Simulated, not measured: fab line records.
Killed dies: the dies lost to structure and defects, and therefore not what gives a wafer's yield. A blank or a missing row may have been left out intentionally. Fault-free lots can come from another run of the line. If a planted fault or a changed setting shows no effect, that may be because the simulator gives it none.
Chamber matching | flow nand-harc | NHARC_A_STAIRCASE_TRIM_12 on rie-diel-02 has 4 sister chambers
The step chemistry O2, time 211.2 s. 4 wafers are shown with their chamber, then 7 later ones without.

## WAFERS WITH THEIR CHAMBER
wafer  | chamber | showerhead-plenum-p-Torr (Torr)
L079.4 | 0       | 3.79
L087.3 | 3       | 3.37
L089.2 | 1       | 3.33
L089.4 | 2       | 3.59

## WAFERS WHOSE CHAMBER IS MISSING
wafer  | showerhead-plenum-p-Torr (Torr)
L089.5 | 3.33
L095.1 | 3.33
L095.4 | 3.36
L095.6 | 3.33
L097.1 | 3.59
L097.4 | 3.33
L097.6 | 3.36

## WHICH CHAMBER EACH ONE RAN IN
wafer  | from the rows above | in truth
L089.5 | 1                   | 1
L095.1 | 1                   | 1
L095.4 | 3                   | 3
L095.6 | 1                   | 1
L097.1 | 2                   | 2
L097.4 | 1                   | 1
L097.6 | 3                   | 3
Correctly placed: 7 of 7. Can't be placed from these rows: 0. 0 placed wrongly.
How it was worked out, from the rows above alone: a wafer's distance from a chamber is the root of the sum, over the readings, of the square of ((its reading less the chamber's mean) divided by the reading's scatter). If the next closest chamber is less than 2 further off than the closest, the wafer can't be placed; otherwise it belongs to the closest. A chamber's mean is the mean of its shown wafers. The scatter: root of mean squared gap, hidden wafer to nearest shown wafer, with one shown wafer a chamber.
